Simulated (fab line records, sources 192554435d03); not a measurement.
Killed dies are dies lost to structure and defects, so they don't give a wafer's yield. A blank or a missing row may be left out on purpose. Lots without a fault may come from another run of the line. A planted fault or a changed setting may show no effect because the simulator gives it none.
Split-lot experiment | flow n5_finfet | 7 lots, 36 wafers read, on a route of 1938 steps

THE SPLIT
At N5_BEOL_M4_ETCH_64 (etches SOC in N2/H2, target depth 75 nm, overetch 22.5 nm, time 121.9 s), the setting time_s was moved away from the recipe's 121.9 s on 9 of the 36 wafers read, by -35.7% to +56.7%. The other wafers ran this setting at the recipe's value.

FROM THE SPLIT TO THE READING: what the file shows between them, 10 steps
- N5_BEOL_M4_STRIP_65: strips in N2/H2
- N5_BEOL_M4_STRIP_75: strips in N2/H2
- N5_BEOL_M4_STRIP_66: strips in CF4
- N5_BEOL_M4_HM_OPEN_17: chemistry Cl2/BCl3, target TiN, target depth 20 nm, overetch 6 nm
- N5_BEOL_M4_STRIP_19: strips in O2
- N5_BEOL_M4_CD_MEAS_18: pitch 36 nm, target cd 18 nm
- N5_BEOL_M4_COAT_67: time 60 s, resist thk 60 nm
- N5_BEOL_M4_COAT_68: time 60 s, resist thk 12 nm
- N5_BEOL_M4_PRECLEAN_42: cleans in residue remover, time 60 s
- N5_BEOL_M4_SRD_43: time 30 s

THE READING
cd_nm, in nm, at N5_BEOL_M4_CD_MEAS_35 (target cd 18 nm, target cd y 22.4 nm). Fault-free wafers of this fab line usually give 18.0 nm, standard deviation 0.33 nm.

wafer  | tool, chamber at the split | time_s as run, s | against the recipe | cd_nm, nm | against lot-mates on the recipe
L085.2 | rie_diel-02, 2,0           | 121.9            | recipe             | 18.2      | -
L085.3 | rie_diel-02, 3             | 121.9            | recipe             | 18.4      | -
L085.6 | rie_diel-02, 2,0           | 121.9            | recipe             | 18.2      | -
L087.1 | rie_diel-01, 1,0           | 121.9            | recipe             | 18.1      | -
L087.2 | rie_diel-01, 3,1           | 121.9            | recipe             | 18.4      | -
L087.3 | rie_diel-01, 0             | 121.9            | recipe             | 18.2      | -
L087.4 | rie_diel-01, 3,1           | 121.9            | recipe             | 18.5      | -
L087.5 | rie_diel-01, 1,0           | 121.9            | recipe             | 18.2      | -
L087.6 | rie_diel-01, 3             | 121.9            | recipe             | 18.2      | -
L088.1 | rie_diel-06, 3,0           | 121.9            | recipe             | 18.2      | -
L088.2 | rie_diel-06, 1,3           | 121.9            | recipe             | 18.2      | -
L088.3 | rie_diel-06, 0             | 121.9            | recipe             | 17.9      | -
L088.4 | rie_diel-06, 2             | 121.9            | recipe             | 18.0      | -
L088.5 | rie_diel-06, 1,3           | 121.9            | recipe             | 18.5      | -
L088.6 | rie_diel-06, 3,0           | 121.9            | recipe             | 18.4      | -
L090.1 | rie_diel-01, 1             | 121.9            | recipe             | 18.2      | -
L090.2 | rie_diel-01, 3             | 121.9            | recipe             | 18.2      | -
L090.5 | rie_diel-01, 3             | 121.9            | recipe             | 17.8      | -
L089.1 | rie_diel-01, 3,1           | 191              | +56.7%             | 19.8      | +1.8
L089.2 | rie_diel-01, 3,1           | 191              | +56.7%             | 19.7      | +1.7
L089.3 | rie_diel-01, 0             | 121.9            | recipe             | 18.8      | -
L089.4 | rie_diel-01, 0             | 121.9            | recipe             | 17.7      | -
L089.5 | rie_diel-01, 1             | 121.9            | recipe             | 17.5      | -
L089.6 | rie_diel-01, 3             | 191              | +56.7%             | 19.4      | +1.4
L093.1 | rie_diel-06, 2,0           | 184.9            | +51.7%             | 19.9      | +1.7
L093.2 | rie_diel-06, 2,0           | 184.9            | +51.7%             | 19.6      | +1.4
L093.3 | rie_diel-06, 3             | 121.9            | recipe             | 17.8      | -
L093.4 | rie_diel-06, 3,2           | 121.9            | recipe             | 18.5      | -
L093.5 | rie_diel-06, 0             | 184.9            | +51.7%             | 19.8      | +1.6
L093.6 | rie_diel-06, 3,2           | 121.9            | recipe             | 18.2      | -
L094.1 | rie_diel-01, 1,2           | 121.9            | recipe             | 17.8      | -
L094.2 | rie_diel-01, 0             | 121.9            | recipe             | 18.2      | -
L094.3 | rie_diel-01, 3             | 78.36            | -35.7%             | 17.0      | -1.0
L094.4 | rie_diel-01, 1,2           | 121.9            | recipe             | 17.9      | -
L094.5 | rie_diel-01, 0             | 78.36            | -35.7%             | 17.4      | -0.6
L094.6 | rie_diel-01, 3             | 78.36            | -35.7%             | 16.7      | -1.3
Where a row lists several chambers, the file gives one row for several wafers and doesn't say which wafer went through which chamber.

THE FIT
A straight line over all 36 wafers: cd_nm changes by +0.029 nm for each +1% of time_s; r = +0.93; the points scatter about the line by 0.28 nm.
The same after taking each lot's own level away (the mean of its wafers on the recipe; 36 wafers): +0.029 nm for each +1%; r = +0.94; scatter 0.26 nm.
On that fit, the largest move of time_s shifts the reading by 1.6 nm.
The lots' own levels span 17.97 to 18.27 nm, that is 0.9 times the standard deviation above.
So the lot-to-lot level changes the slope little: the two slopes agree.
Check: with one of the wafers moved furthest among these (+56.7%) left out of the fit, the line predicts +1.63 nm for it against its lot-mates. It came out at +1.8 nm against them.

OTHER SPLITS ON THESE WAFERS
These wafers also went through other splits before the reading. Each is held against what the fit with the lots' levels taken away leaves over:
other split on the same wafers   | wafers away from the commonest value | r with cd_nm (lot level and that fit taken away)
N5_BEOL_M1_TRENCH_ETCH_37 time_s | 10                                   | -0.10

THE WHOLE CHAIN: every reading that the file lists as answering this split, in the file's order
step                  | what it does                                                            | reading                                                                          | change (the file's fit)                                                            | r (the file's)
N5_BEOL_M4_ETCH_64    | etches SOC in N2/H2, target depth 75 nm, overetch 22.5 nm, time 121.9 s | SiARC_of_BEOL_M4_COAT_62.thk_nm (the simulator's own value, which no gauge read) | -0.0595 nm for each +1% of the setting                                             | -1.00
N5_BEOL_M4_ETCH_64    | etches SOC in N2/H2, target depth 75 nm, overetch 22.5 nm, time 121.9 s | BEOL_M4.cd_offset_nm (the simulator's own value, which no gauge read)            | +0.0222 nm for each +1% of the setting                                             | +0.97
N5_BEOL_M4_HM_OPEN_17 | chemistry Cl2/BCl3, target TiN, target depth 20 nm, overetch 6 nm       | etch.depth_nm (the simulator's own value, which no gauge read)                   | not straight: 19.79 at the lowest setting, 19.9 at the recipe, 13.6 at the highest | not given
N5_BEOL_M4_HM_OPEN_17 | chemistry Cl2/BCl3, target TiN, target depth 20 nm, overetch 6 nm       | BEOL_M4.cd_offset_nm (the simulator's own value, which no gauge read)            | +0.0213 nm for each +1% of the setting                                             | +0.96
N5_BEOL_M4_CD_MEAS_18 | pitch 36 nm, target cd 18 nm                                            | cd_nm                                                                            | +0.0264 nm for each +1% of the setting                                             | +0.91
N5_BEOL_M4_CD_MEAS_35 | target cd 18 nm, target cd y 22.4 nm                                    | cd_nm                                                                            | +0.0291 nm for each +1% of the setting                                             | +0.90

THE FILE'S OWN FIT
cd_nm changes by +0.0291 nm for each +1% of time_s, r = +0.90.
